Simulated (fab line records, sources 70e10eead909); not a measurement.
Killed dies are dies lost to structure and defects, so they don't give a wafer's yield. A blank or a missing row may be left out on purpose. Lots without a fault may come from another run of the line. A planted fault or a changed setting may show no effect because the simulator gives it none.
Which tool did it? | flow nand_harc | 7 lots, 21 wafers sampled, at 3 steps of a route of 1159

WHAT THE GAUGES READ, wafer by wafer
NHARC_P_GATE_CD_MEAS_59: target cd 720 nm.
lot  | measured     | on        | cd_nm (nm)
L901 | day 6 03:13  | cd_sem-03 | 722.1 722.0 721.6
L904 | day 6 06:19  | cd_sem-03 | 720.4 721.7 721.2
L908 | day 7 15:25  | cd_sem-02 | 720.6 719.2 719.8
L909 | day 8 01:31  | cd_sem-01 | 721.1 719.5 721.2
L916 | day 9 19:43  | cd_sem-01 | 722.3 721.8 722.0
L918 | day 10 01:05 | cd_sem-02 | 618.4 618.3 615.4
L922 | day 10 19:20 | cd_sem-02 | 720.4 720.9 722.6

WHICH TOOL RAN EACH LOT (tool, then ch and the chambers of the sampled wafers, then the start)
lot  | NHARC_P_GATE_STRIP_111               | NHARC_P_GATE_EXPOSE_56
L901 | plasma_asher-02 ch 0,1, day 6 02:02  | krf_scanner-04 ch 0, day 6 03:04
L904 | plasma_asher-01 ch 0,1, day 6 05:13  | krf_scanner-03 ch 0, day 6 06:10
L908 | plasma_asher-02 ch 0,1, day 7 14:11  | krf_scanner-01 ch 0, day 7 15:15
L909 | plasma_asher-02 ch 0,1, day 8 00:17  | krf_scanner-01 ch 0, day 8 01:21
L916 | plasma_asher-01 ch 0,1, day 9 18:35  | krf_scanner-03 ch 0, day 9 19:34
L918 | plasma_asher-02 ch 0, day 9 23:59    | krf_scanner-03 ch 0, day 10 00:56
L922 | plasma_asher-02 ch 0,1, day 10 18:05 | krf_scanner-01 ch 0, day 10 19:10
- NHARC_P_GATE_STRIP_111: strips in N2/H2, time 250 s.
- NHARC_P_GATE_EXPOSE_56: exposes mask P PSD, target cd 720 nm.

THE ANSWER, worked out from the rows above alone
Rule: what is usual is taken from the lots themselves. Put in order of their means at a reading, lots are off if they are a third of the lots or fewer, leave a main group of 4 or more, and stand apart from it by a gap of 3 or more times the standard deviation of the main group's means; of several such gaps the widest counts. A main group whose means are all the same, to the digits that the tables above print for the reading, isn't used. A lot without any number at a reading at which 4 lots or more have one is off too. The other lots that the step has rows for count as sound.
Off: L918, at NHARC_P_GATE_CD_MEAS_59 (cd_nm). The main group: mean 721.1 nm, standard deviation 0.74.
A tool fits if, at a process step before that reading, it ran every lot that is off, and no sound lot after the first of them. The gauges at NHARC_P_GATE_CD_MEAS_59 are tried like those tools. One fits: krf_scanner-03 at NHARC_P_GATE_EXPOSE_56. Its last sound lot is L916 (day 9 19:34), its first lot that is off L918 (day 10 00:56): a fault that began between those two fits.

WHAT THE SIMULATOR HAD PUT IN
Process parameter drift: krf_scanner-03, from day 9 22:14 on, at NHARC_P_GATE_EXPOSE_56. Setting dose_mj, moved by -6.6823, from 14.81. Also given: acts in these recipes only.
Lots struck among those shown: L918. The rule above found the same.
